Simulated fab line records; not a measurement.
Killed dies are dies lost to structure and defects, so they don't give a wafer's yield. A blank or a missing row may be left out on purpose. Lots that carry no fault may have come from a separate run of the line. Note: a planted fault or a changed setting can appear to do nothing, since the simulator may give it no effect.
A lot that was struck, set against a sound lot :: flow n5Finfet :: 16 steps out of a route of 1938
Sound: these wafers, L312.4, L312.5, L312.6. Struck: wafers L319.2, L319.4, L319.6. At the end, the cause is stated.
At each step with rows: each side's tool, then ch and its chambers, then its first start. Under that, the readings that differ: sound wafers :: struck wafers :: difference of the means :: sigmas: that difference in standard deviations of wafers without a fault.
alike: words and numbers the same on both sides, and readings whose means are apart by under 2 such deviations; not compared: readings that were withheld, readings missing a value for some wafer, numbers with overlapping values and no deviation given by the record, and bounds like >300 which may hide the same value.
Wherever a step has rows on one side only, a row that says differs or no value, or a row with sigmas, the two part there. When numbers do not overlap yet have no deviation, they are printed without sigmas and do not part them. A reading missing from all wafers of one side parts the sides only when that side holds two or more wafers.

first, 4 steps without rows for these wafers: N5_BEOL_M8_SOFTBAKE_06 (time 60 s); N5_BEOL_M8_EXPOSE_08 (exposes mask M8); N5_BEOL_M8_PEB_09 (peb time 60 s); N5_BEOL_M8_DEVELOP_10 (develop time 30 s).
N5_BEOL_M8_CD_MEAS_11: the cd target is 38.5 nm.
  sound on cdSem-02 ch 0, day 9 18:13; struck on cdSem-03 ch 0, day 11 19:13
  alike: cdNm
N5_BEOL_M8_OVL_MEAS_12:
  sound on overlay-01 ch 0, day 9 18:14; struck on overlay-01 ch 0, day 11 19:15
  alike: M8_OVL
N5_BEOL_M8_INSPECT_13: inspects for defects (brightfield).
  struck on defectInspect-01, day 11 19:16; sound on defectInspect-02, day 9 18:16
  alike: rawDefectCount
N5_BEOL_M8_DESCUM_16: chemistry O2, time 7.9 s.
  sound on rieDiel-02 ch 0,1,3, day 9 19:08; struck on rieDiel-02 ch 0,3, day 11 19:18
  alike: drypumpMotorCurrentA, oesProductAu, rfVppV, showerheadPlenumPTorr, throttleValvePct
  not compared: rfHoursCounterH
N5_BEOL_M8_ETCH_61: etches SiARC in CF4, target depth 45.5 nm, time 75.8 s.
  sound on rieDiel-02 ch 0,1,3, day 9 19:11; struck on rieDiel-02 ch 0,3, day 11 19:20
  alike: drypumpMotorCurrentA, etchRfOnTimeS, oesProductAu, rfVppV, showerheadPlenumPTorr, throttleValvePct
  not compared: rfHoursCounterH
N5_BEOL_M8_ETCH_62: etches SOC in N2/H2, target depth 110 nm, overetch 22 nm, time 165 s.
  sound on rieDiel-02 ch 0,1,3, day 9 19:17; struck on rieDiel-02 ch 0,3, day 11 19:24
  alike: drypumpMotorCurrentA, oesProductAu, rfVppV, showerheadPlenumPTorr, throttleValvePct
  not compared: rfHoursCounterH
then, 1 step without rows for these wafers: N5_BEOL_M8_STRIP_68 (strips in N2/H2).
N5_BEOL_M8_STRIP_67: strips in CF4.
  sound on rieDiel-02 ch 0,1,3, day 9 19:22; struck on rieDiel-02 ch 0,3, day 11 19:32
  alike: drypumpMotorCurrentA, oesProductAu, rfVppV, showerheadPlenumPTorr, throttleValvePct
  not compared: rfHoursCounterH
N5_BEOL_M8_HM_OPEN_17: chemistry Cl2/BCl3, target TiN, target depth 20 nm, overetch 6 nm.
  sound on rieMetal-03 ch 0,1, day 9 19:26; struck on rieMetal-03 ch 1, day 11 19:37
  no value came back on the struck wafers for any of 5 readings (bcl3FlowSccm (sccm), biasW (W) and others); on the sound wafers bcl3FlowSccm (sccm) reads 21.63 21.81 21.78
reading: model.SOC_of_BEOL_M8_COAT_59.thkNm (nm)
sound: 92.2 92.4 92
struck: 100.2 100.2 100.2
difference: +8.0
sigmas: 
  not compared: rfHoursCounterH
N5_BEOL_M8_STRIP_19: strips in O2.
  sound on rieDiel-05 ch 0,1,2, day 9 19:35; struck on rieDiel-06 ch 0,1, day 11 19:47
  alike: drypumpMotorCurrentA, oesProductAu, rfVppV, showerheadPlenumPTorr, throttleValvePct
  not compared: rfHoursCounterH
N5_BEOL_M8_CD_MEAS_18: pitch 80 nm, target cd 40 nm.
  struck on cdSem-02, day 11 19:52; sound on cdSem-01, day 9 19:38
reading: cdNm (nm)
sound: 39.3 39.5 39.6
struck: - - -
difference: no value on the struck wafers
sigmas: 
then, 1 step without rows for these wafers: N5_BEOL_M8_COAT_63 (time 60 s, resist thk 60 nm).

== WHERE THEY PART ==
Earliest at N5_BEOL_M8_HM_OPEN_17; latest, in this record, at N5_BEOL_M8_CD_MEAS_18.

WHY: whatever the simulator had introduced
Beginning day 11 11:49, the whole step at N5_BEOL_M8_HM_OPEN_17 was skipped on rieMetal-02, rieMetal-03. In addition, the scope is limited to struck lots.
